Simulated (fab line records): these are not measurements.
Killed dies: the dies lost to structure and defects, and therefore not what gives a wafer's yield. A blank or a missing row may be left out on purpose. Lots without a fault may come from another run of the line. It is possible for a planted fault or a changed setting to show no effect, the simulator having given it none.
Which tool was responsible? :: flow n5 finfet :: at 1 step of a route of 1938, 11 lots with 33 wafers sampled

WHAT EACH GAUGE READ, for each wafer
N5_WELL_APT_INSPECT_10: inspects for defects (macro).
lot: L075
measured: day 1 19:50
on: defect inspect-02
raw defect count: 2 2 4

lot: L077
measured: day 2 08:04
on: defect inspect-02
raw defect count: 3 2 0

lot: L080
measured: day 3 01:44
on: defect inspect-02
raw defect count: 1 5 1

lot: L082
measured: day 3 14:03
on: defect inspect-01
raw defect count: 0 1 3

lot: L084
measured: day 4 01:59
on: defect inspect-01
raw defect count: 2 1 2

lot: L086
measured: day 4 14:13
on: defect inspect-02
raw defect count: 2 3 4

lot: L088
measured: day 5 01:37
on: defect inspect-02
raw defect count: 5 2 3

lot: L090
measured: day 5 13:44
on: defect inspect-01
raw defect count: 1 0 2

lot: L092
measured: day 6 01:56
on: defect inspect-01
raw defect count: 1 3 4

lot: L094
measured: day 6 13:52
on: defect inspect-02
raw defect count: 3 1 2

lot: L096
measured: day 7 02:00
on: defect inspect-02
raw defect count: 2 2 3

TOOL THAT RAN EACH LOT (tool first, then ch and the chambers of the sampled wafers, then the start)
The record shows no process step preceding these readings.

THE ANSWER, worked out from the rows above alone
Rule: usual is defined by the lots themselves. Put in order of their means at a reading, lots are off if they are a third of the lots or fewer, leave a main group of 4 or more, and stand apart from it by a gap of 3 or more times the standard deviation of the main group's means; of several such gaps the widest counts. If all means in a main group match to the digits the tables above print for the reading, that group is not used. Also off: a lot with no number at a reading for which 4 or more lots have one. Where the step has rows for the other lots, those lots are counted as sound.
Across all readings shown, no lot is off: no conclusion can be drawn from this.

WHAT HAD BEEN PUT IN BY THE SIMULATOR
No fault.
